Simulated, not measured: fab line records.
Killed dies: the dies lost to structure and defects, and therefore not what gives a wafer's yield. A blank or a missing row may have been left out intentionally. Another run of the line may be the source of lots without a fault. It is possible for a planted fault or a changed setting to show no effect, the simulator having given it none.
Struck lot and sound lot, side by side -- flow n5Finfet -- 39 steps out of a route of 1938
Sound: wafers L482.3, L482.5, L482.6. Struck: wafer L498.3 (L498.1, L498.5, from the same lot, were not struck and are left out); the cause is given at the end.
Per side, at each step with rows, come the tool, then ch with its chambers, and then its first start. Under that, the readings that differ: sound wafers -- struck wafers -- difference of the means -- sigmas: that difference in standard deviations of wafers without a fault.
alike: a reading whose means differ by less than 2 such deviations, as well as words and numbers matching on both sides. not compared: withheld readings; readings where some wafer has no value; bounds like >300 that might hide an equal value; numbers whose values overlap and for which the record gives no deviation.
The two part at a step that has a row with sigmas, a row that says differs or no value, or rows on one side only. Numbers that don't overlap but have no deviation are shown without sigmas and don't part them. A reading that every wafer of one side lacks parts them only if that side has two wafers or more.

first, 9 steps without rows for these wafers: N5_FIN_CUT_DEVELOP_07 (develop time 30 s); N5_FIN_CUT_DESCUM_13 (chemistry O2, time 7 s); N5_FIN_CUT_ETCH_30 (etches underlayer in N2/H2, target depth 13 nm, time 10.4 s); N5_FIN_CUT_ETCH_20 (etches SiARC in CF4, target depth 26 nm, time 43.3 s); N5_FIN_CUT_ETCH_21 (etches SOC in N2/H2, target depth 219 nm, overetch 43.8 nm, time 523.5 s); N5_FIN_CUT_STRIP_23 (strips in N2/H2); N5_FIN_CUT_STRIP_31 (strips in N2/H2); N5_FIN_CUT_STRIP_24 (strips in CF4); N5_FIN_CUT_CUT_ETCH_26 (etches SiNx in CH3F/O2, target depth 39 nm, time 55.7 s).
N5_FIN_CUT_CUT_ETCH_27: etches SiO2 in CHF3/O2, target depth 4 nm, overetch 2 nm, time 4.9 s.
  sound on rieDiel-02 ch 0,3, day 2 21:34; struck on rieDiel-02 ch 3, day 6 21:32
reading,sound,struck,difference,sigmas
oes_f_703_au (a.u.),0.82 0.71 0.82,0.98,+0.20,+3
oesProductAu (a.u.),0.66 0.56 0.65,0.75,+0.13,+2
showerheadPlenumPTorr (Torr),2.46 2.30 2.46,2.59,+0.18,+2
model.SOC_of_FIN_CUT_COAT_18.thkNm (nm),206.8 207.2 207.8,208.4,+1.1,
model.etch.depthNm (nm),3.968 4 3.985,3.841,-0.143,
  alike: chamberPressureMTorr, drypumpMotorCurrentA, rfVppV, throttleValvePct
  not compared: rfHoursCounterH
then, 27 steps without rows for these wafers: N5_FIN_CUT_PRECLEAN_35 (cleans in vHF, time 13.3 s); N5_FIN_CUT_CUT_ETCH_15 (etches Si in HBr/Cl2/O2, target depth 100 nm, bt time 10 s, time 42.4 s); N5_FIN_CUT_CUT_ETCH_28 (etches Si in HBr/Cl2/O2, target depth 6 nm, time 2.4 s); N5_FIN_CUT_STRIP_22 (strips in N2/H2); N5_FIN_CUT_PRECLEAN_36 (cleans in O3/DIW, time 60 s); N5_FIN_CUT_SRD_32 (time 30 s); N5_FIN_CUT_UV_OZONE_34 (time 120 s); N5_STI_FIN_REVEAL_ALD_00 (deposits SiO2, target thk 1 nm, pulse time 1 s); N5_STI_FIN_REVEAL_ALD_14 (deposits Si3N4, target thk 3 nm); N5_STI_FIN_REVEAL_FCVD_FILL_01 (material SiO2 flowable, target thk 312 nm, time 512.2 s); N5_STI_FIN_REVEAL_DENSIFY_02 (time 1800 s); N5_STI_FIN_REVEAL_CMP_04 (polishes, stops on Si3N4, t overpolish 4 s, target thk 131.83 nm); N5_STI_FIN_REVEAL_DENSIFY_30; N5_STI_FIN_REVEAL_ETCHBACK_08 (etches SiO2 in C4F6/O2, target depth 30.5 nm, time 10.167 s); N5_STI_FIN_REVEAL_STRIP_24 (strips in N2/H2, time 90 s); N5_STI_FIN_REVEAL_PRECLEAN_25 (cleans in SPM, time 90 s); N5_STI_FIN_REVEAL_PRECLEAN_26 (cleans in SC1, time 45 s); N5_STI_FIN_REVEAL_PRECLEAN_29 (cleans in DHF, time 30 s); N5_STI_FIN_REVEAL_SRD_12 (time 30 s); N5_STI_FIN_REVEAL_RECESS_09 (chemistry HF/NH3, target SiO2, afs cycles 11, target depth 42.5 nm, sublimation time 60 s); N5_STI_FIN_REVEAL_STRIP_16 (strips SiNx in H3PO4, target depth 23.8 nm); N5_STI_FIN_REVEAL_PRECLEAN_17 (cleans in NF3:NH3, afs cycles 1, time 20 s, sublimation time 60 s); N5_STI_FIN_REVEAL_ETCH_34 (etches Si in H2, material Si, target depth 0.97 nm); N5_STI_FIN_REVEAL_OXIDATION_31 (chemistry O2 PLASMA REMOTE, time 20 s); N5_STI_FIN_REVEAL_PRECLEAN_32 (cleans in NF3:NH3, afs cycles 1, time 20 s, sublimation time 60 s); N5_STI_FIN_REVEAL_STRIP_35 (strips Si3N4 in H3PO4, target depth 4 nm, time 39 s); N5_STI_FIN_REVEAL_SRD_21 (time 30 s).
N5_BEOL_M4_RC_MEAS_101:
  the record has rows for the sound wafers here (prober-02 ch 0, day 8 15:25) and none for the struck ones
-- record jumps: 10 days separate the struck wafers' starts on either side; left off in module BEOL_M4, taken up again in module PASSIVATION, whose first shown step is the route's number 1936 --
N5_PASSIVATION_PROBE_49:
  rows exist in the record for the struck wafers here (prober-02, day 16 20:16), but not for the sound ones

== WHERE THEY PART ==
First at N5_FIN_CUT_CUT_ETCH_27; last, within this record, at N5_PASSIVATION_PROBE_49.

WHY: whatever the simulator had introduced
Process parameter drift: rieDiel-02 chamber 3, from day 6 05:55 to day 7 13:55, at N5_FIN_CUT_CUT_ETCH_27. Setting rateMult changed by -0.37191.
